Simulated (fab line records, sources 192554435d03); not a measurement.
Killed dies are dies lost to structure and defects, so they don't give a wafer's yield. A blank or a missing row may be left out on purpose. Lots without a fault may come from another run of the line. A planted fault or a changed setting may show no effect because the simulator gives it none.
Which tool did it? | flow n5_finfet | 14 lots, 42 wafers sampled, at 4 steps of a route of 1938

WHAT THE GAUGES READ, wafer by wafer
The record holds no reading of a measuring or inspecting step that can be judged against a usual standard deviation.

WHICH TOOL RAN EACH LOT (tool, then ch and the chambers of the sampled wafers, then the start)
lot  | N5_BEOL_M11_STRIP_36               | N5_BEOL_M11_STRIP_77                          | N5_BEOL_M12_DEVELOP_09            | N5_BEOL_M12_DESCUM_15
L305 | rie_diel-03 ch 1,2,3, day 10 10:28 | rie_diel-03 ch 1,2,3, day 10 13:47 or earlier | litho_track-02 ch 0, day 10 13:47 | rie_diel-02 ch 0,1,2, day 10 14:59
L307 | rie_diel-06 ch 0,2,3, day 10 23:21 | rie_diel-06 ch 0,2,3, day 11 02:55 or earlier | litho_track-02 ch 0, day 11 02:55 | rie_diel-04 ch 0,1,3, day 11 03:07
L306 | rie_diel-06 ch 1,2,3, day 11 04:02 | rie_diel-06 ch 1,2,3, day 11 07:56 or earlier | litho_track-02 ch 0, day 11 07:56 | rie_diel-04 ch 1,2,3, day 11 08:22
L314 | rie_diel-03 ch 0,1,2, day 12 13:40 | rie_diel-03 ch 0,1,2, day 12 18:29 or earlier | litho_track-02 ch 0, day 12 18:29 | rie_diel-05 ch 0,3, day 12 18:41
L316 | rie_diel-06 ch 0,1, day 13 00:43   | rie_diel-06 ch 0,1, day 13 04:20 or earlier   | litho_track-04, day 13 04:20      | rie_diel-04 ch 0,3, day 13 04:32
L319 | rie_diel-01 ch 0,1, day 13 19:29   | rie_diel-01 ch 0,1, day 13 23:56 or earlier   | litho_track-04 ch 0, day 13 23:56 | rie_diel-05 ch 0,3, day 14 00:14
L318 | rie_diel-03 ch 0,2,3, day 13 23:19 | rie_diel-03 ch 0,2,3, day 14 03:44 or earlier | litho_track-02, day 14 03:44      | rie_diel-04 ch 0,1,2, day 14 03:56
L321 | rie_diel-03 ch 0,2,3, day 14 00:16 | rie_diel-03 ch 0,2,3, day 14 04:38 or earlier | litho_track-02 ch 0, day 14 04:38 | rie_diel-04 ch 0,1,2, day 14 04:49
L320 | rie_diel-06 ch 1,3, day 14 01:54   | rie_diel-06 ch 1,3, day 14 05:17 or earlier   | litho_track-01 ch 0, day 14 05:17 | rie_diel-02 ch 0,2, day 14 05:40
L322 | rie_diel-06 ch 0,1,2, day 14 16:26 | rie_diel-06 ch 0,1,2, day 14 20:35 or earlier | litho_track-01 ch 0, day 14 20:35 | rie_diel-02 ch 1,3, day 14 20:54
L325 | rie_diel-03 ch 0,3, day 15 16:32   | rie_diel-03 ch 0,3, day 15 20:35 or earlier   | litho_track-04 ch 0, day 15 20:35 | rie_diel-05 ch 0,1,3, day 15 20:49
L327 | rie_diel-03 ch 0,1,2, day 15 18:26 | rie_diel-03 ch 0,1,2, day 15 23:34 or earlier | litho_track-01 ch 0, day 15 23:34 | rie_diel-04 ch 1,2, day 15 23:53
L326 | rie_diel-01 ch 0,3, day 15 18:56   | rie_diel-01 ch 0,3, day 16 00:01 or earlier   | litho_track-01 ch 0, day 16 00:01 | rie_diel-05 ch 0,1,3, day 16 00:13
L328 | rie_diel-06 ch 1,2, day 16 19:10   | rie_diel-06 ch 1,2, day 16 22:14 or earlier   | litho_track-02 ch 0, day 16 22:14 | rie_diel-05 ch 0,2,3, day 16 22:28
- N5_BEOL_M11_STRIP_36: strips in N2/H2.
- N5_BEOL_M11_STRIP_77: strips in N2/H2, time 10 s.
- N5_BEOL_M12_DEVELOP_09: develop time 45 s.
- N5_BEOL_M12_DESCUM_15: chemistry O2, time 7.9 s.

WHAT THE TOOLS THEMSELVES READ (means of the sampled wafers that have a number; where no wafer has one, the mark that the record gives instead)
N5_BEOL_M11_STRIP_36.
lot  | tool        | drypump_motor_current_A (A) | oes_product_au (a.u.) | rf_vpp_V (V) | showerhead_plenum_p_Torr (Torr) | throttle_valve_pct (%)
L305 | rie_diel-03 | 5.7                         | 0.73                  | 58.7         | 2.58                            | 23.7
L307 | rie_diel-06 | 5.4                         | 0.80                  | 58.5         | 2.54                            | 23.6
L306 | rie_diel-06 | 5.5                         | 0.79                  | 58.7         | 2.58                            | 23.6
L314 | rie_diel-03 | 5.5                         | 0.76                  | 57.7         | 2.59                            | 23.3
L316 | rie_diel-06 | 5.9                         | 0.84                  | 59.1         | 2.52                            | 23.2
L319 | rie_diel-01 | 5.4                         | 0.68                  | 59.2         | 2.58                            | 23.7
L318 | rie_diel-03 | 5.4                         | 0.81                  | 58.3         | 2.58                            | 23.7
L321 | rie_diel-03 | 5.4                         | 0.81                  | 58.7         | 2.58                            | 23.8
L320 | rie_diel-06 | 5.7                         | 0.81                  | 58.9         | 2.59                            | 23.2
L322 | rie_diel-06 | 5.6                         | 0.89                  | 61.4         | 2.50                            | 23.4
L325 | rie_diel-03 | 5.5                         | 0.81                  | 58.5         | 2.65                            | 23.9
L327 | rie_diel-03 | 5.5                         | 0.75                  | 59.3         | 2.58                            | 23.4
L326 | rie_diel-01 | 5.5                         | 0.73                  | 60.9         | 2.56                            | 23.7
L328 | rie_diel-06 | 5.4                         | 0.88                  | 57.2         | 2.51                            | 23.6

N5_BEOL_M11_STRIP_77.
lot  | tool        | drypump_motor_current_A (A) | oes_product_au (a.u.) | rf_vpp_V (V) | showerhead_plenum_p_Torr (Torr) | throttle_valve_pct (%)
L305 | rie_diel-03 | 5.7                         | 0.73                  | 59.5         | 2.58                            | 23.7
L307 | rie_diel-06 | 5.4                         | 0.79                  | 59.4         | 2.54                            | 23.6
L306 | rie_diel-06 | 5.5                         | 0.79                  | 59.7         | 2.58                            | 23.6
L314 | rie_diel-03 | 5.5                         | 0.76                  | 59.6         | 2.59                            | 23.3
L316 | rie_diel-06 | 5.9                         | 0.84                  | 58.7         | 2.52                            | 23.2
L319 | rie_diel-01 | 5.4                         | 0.69                  | 58.9         | 2.58                            | 23.7
L318 | rie_diel-03 | 5.5                         | 0.81                  | 59.4         | 2.58                            | 23.7
L321 | rie_diel-03 | 5.5                         | 0.81                  | 58.9         | 2.58                            | 23.8
L320 | rie_diel-06 | 5.7                         | 0.81                  | 58.9         | 2.59                            | 23.3
L322 | rie_diel-06 | 5.6                         | 0.87                  | 58.8         | 2.50                            | 23.4
L325 | rie_diel-03 | 5.5                         | 0.82                  | 59.2         | 2.65                            | 23.8
L327 | rie_diel-03 | 5.5                         | 0.75                  | 59.3         | 2.58                            | 23.3
L326 | rie_diel-01 | 5.6                         | 0.72                  | 60.1         | 2.56                            | 23.7
L328 | rie_diel-06 | 5.5                         | 0.87                  | 58.6         | 2.51                            | 23.6

N5_BEOL_M12_DEVELOP_09.
lot  | tool           | chill_plate_temp_C (C) | developer_temp_C (C) | resist_line_temp_C (C)
L305 | litho_track-02 | 22.98                  | 20.82                | 23.00
L307 | litho_track-02 | 22.83                  | 20.95                | 23.01
L306 | litho_track-02 | 22.99                  | 20.94                | 23.14
L314 | litho_track-02 | 22.99                  | 20.99                | 23.10
L316 | litho_track-04 | -                      | -                    | -
L319 | litho_track-04 | 22.91                  | 20.87                | 22.90
L318 | litho_track-02 | -                      | -                    | -
L321 | litho_track-02 | 22.93                  | 21.01                | 23.24
L320 | litho_track-01 | 22.96                  | 21.22                | 22.89
L322 | litho_track-01 | 22.95                  | 20.96                | 22.93
L325 | litho_track-04 | 22.99                  | 20.93                | 22.83
L327 | litho_track-01 | 22.95                  | 20.98                | 23.07
L326 | litho_track-01 | 23.05                  | 21.05                | 23.05
L328 | litho_track-02 | 23.00                  | 20.95                | 22.96

N5_BEOL_M12_DESCUM_15.
lot  | tool        | drypump_motor_current_A (A) | oes_product_au (a.u.) | rf_vpp_V (V) | showerhead_plenum_p_Torr (Torr) | throttle_valve_pct (%)
L305 | rie_diel-02 | 5.5                         | 0.74                  | 243.3        | 2.09                            | 20.39
L307 | rie_diel-04 | 5.6                         | 0.69                  | 243.2        | 2.03                            | 20.47
L306 | rie_diel-04 | 5.3                         | 0.74                  | 242.8        | 2.05                            | 20.44
L314 | rie_diel-05 | 5.2                         | 0.80                  | 243.6        | 2.13                            | 20.12
L316 | rie_diel-04 | 5.7                         | 0.67                  | 241.8        | 1.96                            | 20.42
L319 | rie_diel-05 | 5.2                         | 0.78                  | 244.5        | 2.13                            | 20.14
L318 | rie_diel-04 | 5.3                         | 0.81                  | 242.4        | 2.05                            | 20.43
L321 | rie_diel-04 | 5.3                         | 0.82                  | 243.4        | 2.05                            | 20.42
L320 | rie_diel-02 | 5.8                         | 0.68                  | 243.2        | 2.08                            | 20.52
L322 | rie_diel-02 | 5.3                         | 0.83                  | 242.4        | 2.12                            | 20.33
L325 | rie_diel-05 | 5.4                         | 0.74                  | 243.0        | 2.07                            | 20.28
L327 | rie_diel-04 | 5.1                         | 0.87                  | 243.7        | 2.10                            | 20.37
L326 | rie_diel-05 | 5.4                         | 0.74                  | 243.1        | 2.07                            | 20.28
L328 | rie_diel-05 | 5.5                         | 0.83                  | 243.6        | 2.14                            | 20.20

THE ANSWER, worked out from the rows above alone
Rule: what is usual is taken from the lots themselves. Put in order of their means at a reading, lots are off if they are a third of the lots or fewer, leave a main group of 4 or more, and stand apart from it by a gap of 3 or more times the standard deviation of the main group's means; of several such gaps the widest counts. A main group whose means are all the same, to the digits that the tables above print for the reading, isn't used. A lot without any number at a reading at which 4 lots or more have one is off too. The other lots that the step has rows for count as sound. The gauges are gone through in route order, then the tools' own readings, and for those a lot's mean is taken as printed above. The first step at which some lot is off is used, and at that step the reading that is off furthest; a lot without a number counts as furthest.
Off: L316, L318, at N5_BEOL_M12_DEVELOP_09 (chill_plate_temp_C). Without a number there: L316, L318. The main group: mean 22.96 C, standard deviation 0.053.
A tool fits if, at that step or a process step before it, it ran every lot that is off, and no sound lot after the first of them. N5_BEOL_M11_STRIP_77 gives no start for some lots, so the hours and the order of its lots are those of N5_BEOL_M12_DEVELOP_09. None of those tried fits.

WHAT THE SIMULATOR HAD PUT IN
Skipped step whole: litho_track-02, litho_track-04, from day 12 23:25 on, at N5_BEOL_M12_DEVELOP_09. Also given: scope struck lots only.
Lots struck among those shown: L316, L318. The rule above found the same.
